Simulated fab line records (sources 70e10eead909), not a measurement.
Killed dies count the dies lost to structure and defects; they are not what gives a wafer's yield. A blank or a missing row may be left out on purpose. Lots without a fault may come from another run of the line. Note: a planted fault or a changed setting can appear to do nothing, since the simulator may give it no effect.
What tool caused it? || flow nandHarc || 13 lots with 37 wafers sampled at 5 steps, on a route of 1159 steps

WHAT EACH GAUGE READ, for each wafer
NHARC_P_CONTACT_INSPECT_27. Usual: 290 for rawDefectCount, sd 140.
{"lot": "L445", "measured": "day 5 09:18", "on": "defectInspect-01", "rawDefectCount": "278 376 363", "flag": ""}
{"lot": "L446", "measured": "day 6 06:59", "on": "defectInspect-02", "rawDefectCount": "227 419 217", "flag": ""}
{"lot": "L447", "measured": "day 6 08:15", "on": "defectInspect-01", "rawDefectCount": "187 115 148", "flag": ""}
{"lot": "L451", "measured": "day 7 13:49", "on": "defectInspect-01", "rawDefectCount": "202 214 141", "flag": ""}
{"lot": "L452", "measured": "day 7 14:46", "on": "defectInspect-02", "rawDefectCount": "332 254", "flag": ""}
{"lot": "L455", "measured": "day 8 00:01", "on": "defectInspect-01", "rawDefectCount": "284 307", "flag": ""}
{"lot": "L458", "measured": "day 9 16:28", "on": "defectInspect-02", "rawDefectCount": "282 256 302", "flag": ""}
{"lot": "L461", "measured": "day 10 00:07", "on": "defectInspect-01", "rawDefectCount": "447 377 368", "flag": ""}
{"lot": "L460", "measured": "day 10 03:30", "on": "defectInspect-02", "rawDefectCount": "254 212 274", "flag": ""}
{"lot": "L464", "measured": "day 10 21:00", "on": "defectInspect-02", "rawDefectCount": "355 390 408", "flag": ""}
{"lot": "L466", "measured": "day 11 01:44", "on": "defectInspect-01", "rawDefectCount": "154 200 212", "flag": ""}
{"lot": "L467", "measured": "day 11 03:47", "on": "defectInspect-02", "rawDefectCount": "660 493 560", "flag": ""}
{"lot": "L468", "measured": "day 11 20:40", "on": "defectInspect-02", "rawDefectCount": "254 233 250", "flag": ""}

NHARC_END_SORT_01. Usual: killedAtArray 28, standard deviation 11; killedAtOther 0.9, standard deviation 1.2; killedAtPeriphery 2.6, standard deviation 2.1; killedDies 31, standard deviation 11; killedOpen 3.1, standard deviation 1.7; killedShort 1.9, standard deviation 1.3.
{"lot": "L451", "measured": "day 24 20:20", "on": "prober-02", "killedAtArray": "13 15 10", "killedAtOther": "0 0 0", "killedAtPeriphery": "3 2 667", "killedDies": "16 17 677", "killedOpen": "4 2 1", "killedShort": "1 3 2", "flag": "OFF"}
{"lot": "L452", "measured": "day 25 11:08", "on": "prober-02", "killedAtArray": "18 16", "killedAtOther": "4 3", "killedAtPeriphery": "4 658", "killedDies": "26 677", "killedOpen": "6 5", "killedShort": "1 4", "flag": "OFF"}
{"lot": "L455", "measured": "day 24 12:37", "on": "prober-02", "killedAtArray": "23 32", "killedAtOther": "0 0", "killedAtPeriphery": "2 645", "killedDies": "25 677", "killedOpen": "2 3", "killedShort": "1 2", "flag": "OFF"}

EACH LOT AND THE TOOL THAT RAN IT (in order: tool; ch and the chambers of the sampled wafers; start)
{"lot": "L445", "NHARC_P_GATE_STRIP_95": "plasmaAsher-01 ch 0,1, day 4 23:11", "NHARC_P_CONTACT_DESCUM_17": "rieDiel-09 ch 1,2, day 5 02:52", "NHARC_P_CONTACT_ALD_22": "aldMetal-03 ch 1,2, day 5 04:40"}
{"lot": "L446", "NHARC_P_GATE_STRIP_95": "plasmaAsher-01 ch 0,1, day 5 18:27", "NHARC_P_CONTACT_DESCUM_17": "rieDiel-08 ch 0,1, day 5 22:07", "NHARC_P_CONTACT_ALD_22": "aldMetal-03 ch 1,2, day 6 00:01"}
{"lot": "L447", "NHARC_P_GATE_STRIP_95": "plasmaAsher-02 ch 0,1, day 5 18:36", "NHARC_P_CONTACT_DESCUM_17": "rieDiel-09 ch 0,2,3, day 5 22:58", "NHARC_P_CONTACT_ALD_22": "aldMetal-01 ch 0,2,3, day 6 00:52"}
{"lot": "L451", "NHARC_P_GATE_STRIP_95": "plasmaAsher-02 ch 0,1, day 7 02:46", "NHARC_P_CONTACT_DESCUM_17": "rieDiel-08 ch 1,2,3, day 7 06:25", "NHARC_P_CONTACT_ALD_22": "aldMetal-01 ch 0,2,3, day 7 08:18"}
{"lot": "L452", "NHARC_P_GATE_STRIP_95": "plasmaAsher-01 ch 0,1, day 7 05:21", "NHARC_P_CONTACT_DESCUM_17": "rieDiel-06 ch 0,1, day 7 09:13", "NHARC_P_CONTACT_ALD_22": "aldMetal-01 ch 0,2, day 7 11:05"}
{"lot": "L455", "NHARC_P_GATE_STRIP_95": "plasmaAsher-01 ch 1, day 7 16:30", "NHARC_P_CONTACT_DESCUM_17": "rieDiel-06 ch 1,2, day 7 20:47", "NHARC_P_CONTACT_ALD_22": "aldMetal-01 ch 0,3, day 7 22:44"}
{"lot": "L458", "NHARC_P_GATE_STRIP_95": "plasmaAsher-01 ch 0,1, day 9 02:16", "NHARC_P_CONTACT_DESCUM_17": "rieDiel-08 ch 0,1,2, day 9 05:47", "NHARC_P_CONTACT_ALD_22": "aldMetal-03 ch 0,3, day 9 07:38"}
{"lot": "L461", "NHARC_P_GATE_STRIP_95": "plasmaAsher-02 ch 0,1, day 9 07:11", "NHARC_P_CONTACT_DESCUM_17": "rieDiel-08 ch 0,1,3, day 9 10:56", "NHARC_P_CONTACT_ALD_22": "aldMetal-03 ch 0,1,2, day 9 12:53"}
{"lot": "L460", "NHARC_P_GATE_STRIP_95": "plasmaAsher-02 ch 0,1, day 9 08:11", "NHARC_P_CONTACT_DESCUM_17": "rieDiel-08 ch 0,3, day 9 12:04", "NHARC_P_CONTACT_ALD_22": "aldMetal-03 ch 0,1,2, day 9 13:58"}
{"lot": "L464", "NHARC_P_GATE_STRIP_95": "plasmaAsher-02 ch 0,1, day 10 11:04", "NHARC_P_CONTACT_DESCUM_17": "rieDiel-06 ch 0,3, day 10 14:54", "NHARC_P_CONTACT_ALD_22": "aldMetal-03 ch 1,2,3, day 10 16:46"}
{"lot": "L466", "NHARC_P_GATE_STRIP_95": "plasmaAsher-02 ch 0,1, day 10 18:29", "NHARC_P_CONTACT_DESCUM_17": "rieDiel-06 ch 0,3, day 10 22:16", "NHARC_P_CONTACT_ALD_22": "aldMetal-04 ch 1,2,3, day 11 00:07"}
{"lot": "L467", "NHARC_P_GATE_STRIP_95": "plasmaAsher-01 ch 0,1, day 10 20:57", "NHARC_P_CONTACT_DESCUM_17": "rieDiel-06 ch 1,2, day 11 00:38", "NHARC_P_CONTACT_ALD_22": "aldMetal-01 ch 1,2, day 11 02:31"}
{"lot": "L468", "NHARC_P_GATE_STRIP_95": "plasmaAsher-01 ch 0,1, day 11 13:34", "NHARC_P_CONTACT_DESCUM_17": "rieDiel-06 ch 1,2,3, day 11 17:31", "NHARC_P_CONTACT_ALD_22": "aldMetal-01 ch 0,1,2, day 11 19:25"}
- NHARC_P_GATE_STRIP_95: strips in O2.
- NHARC_P_CONTACT_DESCUM_17: chemistry O2, time 3 s.
- NHARC_P_CONTACT_ALD_22: deposits TiN, target thk 3 nm, pulse time 1 s, ald cycles 150.

AS READ BY THE TOOLS THEMSELVES (means over the sampled wafers that have a number; for cases with no such wafer, the mark the record gives instead)
NHARC_P_GATE_STRIP_95. Usual: drypumpMotorCurrentA 5.8 A, standard deviation 0.45; heaterPowerW 345 W, standard deviation 25; tempC 250.04 C, standard deviation 0.18.
{"lot": "L445", "tool": "plasmaAsher-01", "drypumpMotorCurrentA (A)": 5.7, "heaterPowerW (W)": 323, "tempC (C)": 250.08, "flag": ""}
{"lot": "L446", "tool": "plasmaAsher-01", "drypumpMotorCurrentA (A)": 5.6, "heaterPowerW (W)": 325, "tempC (C)": 250.19, "flag": ""}
{"lot": "L447", "tool": "plasmaAsher-02", "drypumpMotorCurrentA (A)": 6.1, "heaterPowerW (W)": 367, "tempC (C)": 250.12, "flag": ""}
{"lot": "L451", "tool": "plasmaAsher-02", "drypumpMotorCurrentA (A)": 6.1, "heaterPowerW (W)": 371, "tempC (C)": 249.96, "flag": ""}
{"lot": "L452", "tool": "plasmaAsher-01", "drypumpMotorCurrentA (A)": 5.7, "heaterPowerW (W)": 324, "tempC (C)": 250.28, "flag": ""}
{"lot": "L455", "tool": "plasmaAsher-01", "drypumpMotorCurrentA (A)": 5.7, "heaterPowerW (W)": 324, "tempC (C)": 250.00, "flag": ""}
{"lot": "L458", "tool": "plasmaAsher-01", "drypumpMotorCurrentA (A)": 5.6, "heaterPowerW (W)": 323, "tempC (C)": 250.02, "flag": ""}
{"lot": "L461", "tool": "plasmaAsher-02", "drypumpMotorCurrentA (A)": 6.1, "heaterPowerW (W)": 367, "tempC (C)": 250.24, "flag": ""}
{"lot": "L460", "tool": "plasmaAsher-02", "drypumpMotorCurrentA (A)": 5.6, "heaterPowerW (W)": 378, "tempC (C)": 249.92, "flag": ""}
{"lot": "L464", "tool": "plasmaAsher-02", "drypumpMotorCurrentA (A)": 5.6, "heaterPowerW (W)": 376, "tempC (C)": 250.13, "flag": ""}
{"lot": "L466", "tool": "plasmaAsher-02", "drypumpMotorCurrentA (A)": 6.1, "heaterPowerW (W)": 371, "tempC (C)": 250.05, "flag": ""}
{"lot": "L467", "tool": "plasmaAsher-01", "drypumpMotorCurrentA (A)": 5.6, "heaterPowerW (W)": 320, "tempC (C)": 250.06, "flag": ""}
{"lot": "L468", "tool": "plasmaAsher-01", "drypumpMotorCurrentA (A)": 5.7, "heaterPowerW (W)": 323, "tempC (C)": 249.95, "flag": ""}

NHARC_P_CONTACT_DESCUM_17. Usual: drypumpMotorCurrentA 5.6 A, standard deviation 0.35; oesProductAu 0.997 a.u., standard deviation 0.007; rfVppV 57.9 V, standard deviation 0.89; showerheadPlenumPTorr 1.95 Torr, standard deviation 0.099; throttleValvePct 11.312 %, standard deviation 0.0089.
{"lot": "L445", "tool": "rieDiel-09", "drypumpMotorCurrentA (A)": 5.3, "oesProductAu (a.u.)": 0.991, "rfVppV (V)": 58.2, "showerheadPlenumPTorr (Torr)": 1.89, "throttleValvePct (%)": 11.312, "flag": ""}
{"lot": "L446", "tool": "rieDiel-08", "drypumpMotorCurrentA (A)": 5.2, "oesProductAu (a.u.)": 1.000, "rfVppV (V)": 58.3, "showerheadPlenumPTorr (Torr)": 1.94, "throttleValvePct (%)": 11.300, "flag": ""}
{"lot": "L447", "tool": "rieDiel-09", "drypumpMotorCurrentA (A)": 5.1, "oesProductAu (a.u.)": 0.996, "rfVppV (V)": 58.0, "showerheadPlenumPTorr (Torr)": 1.91, "throttleValvePct (%)": 11.321, "flag": ""}
{"lot": "L451", "tool": "rieDiel-08", "drypumpMotorCurrentA (A)": 5.5, "oesProductAu (a.u.)": 1.000, "rfVppV (V)": 58.2, "showerheadPlenumPTorr (Torr)": 2.00, "throttleValvePct (%)": 11.304, "flag": ""}
{"lot": "L452", "tool": "rieDiel-06", "drypumpMotorCurrentA (A)": 5.9, "oesProductAu (a.u.)": 1.007, "rfVppV (V)": 58.2, "showerheadPlenumPTorr (Torr)": 1.92, "throttleValvePct (%)": 11.314, "flag": ""}
{"lot": "L455", "tool": "rieDiel-06", "drypumpMotorCurrentA (A)": 5.8, "oesProductAu (a.u.)": 1.000, "rfVppV (V)": 58.0, "showerheadPlenumPTorr (Torr)": 1.98, "throttleValvePct (%)": 11.320, "flag": ""}
{"lot": "L458", "tool": "rieDiel-08", "drypumpMotorCurrentA (A)": 5.5, "oesProductAu (a.u.)": 1.005, "rfVppV (V)": 57.2, "showerheadPlenumPTorr (Torr)": 1.97, "throttleValvePct (%)": 11.308, "flag": ""}
{"lot": "L461", "tool": "rieDiel-08", "drypumpMotorCurrentA (A)": 5.3, "oesProductAu (a.u.)": 0.991, "rfVppV (V)": 58.1, "showerheadPlenumPTorr (Torr)": 1.95, "throttleValvePct (%)": 11.314, "flag": ""}
{"lot": "L460", "tool": "rieDiel-08", "drypumpMotorCurrentA (A)": 5.4, "oesProductAu (a.u.)": 0.997, "rfVppV (V)": 58.4, "showerheadPlenumPTorr (Torr)": 1.95, "throttleValvePct (%)": 11.315, "flag": ""}
{"lot": "L464", "tool": "rieDiel-06", "drypumpMotorCurrentA (A)": 5.6, "oesProductAu (a.u.)": 0.992, "rfVppV (V)": 57.8, "showerheadPlenumPTorr (Torr)": 1.87, "throttleValvePct (%)": 11.316, "flag": ""}
{"lot": "L466", "tool": "rieDiel-06", "drypumpMotorCurrentA (A)": 5.4, "oesProductAu (a.u.)": 0.996, "rfVppV (V)": 57.6, "showerheadPlenumPTorr (Torr)": 1.95, "throttleValvePct (%)": 11.320, "flag": ""}
{"lot": "L467", "tool": "rieDiel-06", "drypumpMotorCurrentA (A)": 5.9, "oesProductAu (a.u.)": 0.998, "rfVppV (V)": 58.4, "showerheadPlenumPTorr (Torr)": 2.01, "throttleValvePct (%)": 11.323, "flag": ""}
{"lot": "L468", "tool": "rieDiel-06", "drypumpMotorCurrentA (A)": 5.6, "oesProductAu (a.u.)": 1.002, "rfVppV (V)": 58.0, "showerheadPlenumPTorr (Torr)": 2.00, "throttleValvePct (%)": 11.311, "flag": ""}

NHARC_P_CONTACT_ALD_22. Usual: heaterPowerW 1102 W, standard deviation 150; precursorPulseHeightRel 0.997, standard deviation 0.02.
{"lot": "L445", "tool": "aldMetal-03", "heaterPowerW (W)": 1160, "precursorPulseHeightRel": 0.978, "flag": ""}
{"lot": "L446", "tool": "aldMetal-03", "heaterPowerW (W)": 1096, "precursorPulseHeightRel": 0.984, "flag": ""}
{"lot": "L447", "tool": "aldMetal-01", "heaterPowerW (W)": 1222, "precursorPulseHeightRel": 1.004, "flag": ""}
{"lot": "L451", "tool": "aldMetal-01", "heaterPowerW (W)": 1220, "precursorPulseHeightRel": 0.990, "flag": ""}
{"lot": "L452", "tool": "aldMetal-01", "heaterPowerW (W)": 1251, "precursorPulseHeightRel": 1.002, "flag": ""}
{"lot": "L455", "tool": "aldMetal-01", "heaterPowerW (W)": 1158, "precursorPulseHeightRel": 0.998, "flag": ""}
{"lot": "L458", "tool": "aldMetal-03", "heaterPowerW (W)": 910, "precursorPulseHeightRel": 0.978, "flag": ""}
{"lot": "L461", "tool": "aldMetal-03", "heaterPowerW (W)": 1043, "precursorPulseHeightRel": 1.005, "flag": ""}
{"lot": "L460", "tool": "aldMetal-03", "heaterPowerW (W)": 1057, "precursorPulseHeightRel": 1.010, "flag": ""}
{"lot": "L464", "tool": "aldMetal-03", "heaterPowerW (W)": 1090, "precursorPulseHeightRel": 0.990, "flag": ""}
{"lot": "L466", "tool": "aldMetal-04", "heaterPowerW (W)": 1150, "precursorPulseHeightRel": 1.002, "flag": ""}
{"lot": "L467", "tool": "aldMetal-01", "heaterPowerW (W)": 1199, "precursorPulseHeightRel": 0.997, "flag": ""}
{"lot": "L468", "tool": "aldMetal-01", "heaterPowerW (W)": 1133, "precursorPulseHeightRel": 0.990, "flag": ""}

THE ANSWER, worked out from the rows above alone
Rule: a lot is off if the mean of its wafers that have a number lies more than 3 standard deviations from the usual mean. Also off: a lot with no number at a reading for which 4 or more lots have one. Where the step has rows for the other lots, those lots are counted as sound. After the gauges, taken in route order, come the tools' own readings; for these a lot's mean is taken, as printed above. The first step at which some lot is off is used, and at that step the reading that is off furthest; a lot without a number counts as furthest.
Off, at NHARC_END_SORT_01 on killedAtPeriphery: L451, L452, L455. Neither off nor sound, because the step has no rows for them: L445, L446, L447, L458, L461, L460, L464, L466, L467, L468.
If a tool, at a process step before that reading, ran all the lots that are off and no sound lot after the first of them, it fits. Those tools and the gauges at NHARC_END_SORT_01 are tried in the same way. Can't be told from this: 2 tools fit, aldMetal-01 at NHARC_P_CONTACT_ALD_22, prober-02 at NHARC_END_SORT_01.

WHAT THE SIMULATOR HAD INSERTED
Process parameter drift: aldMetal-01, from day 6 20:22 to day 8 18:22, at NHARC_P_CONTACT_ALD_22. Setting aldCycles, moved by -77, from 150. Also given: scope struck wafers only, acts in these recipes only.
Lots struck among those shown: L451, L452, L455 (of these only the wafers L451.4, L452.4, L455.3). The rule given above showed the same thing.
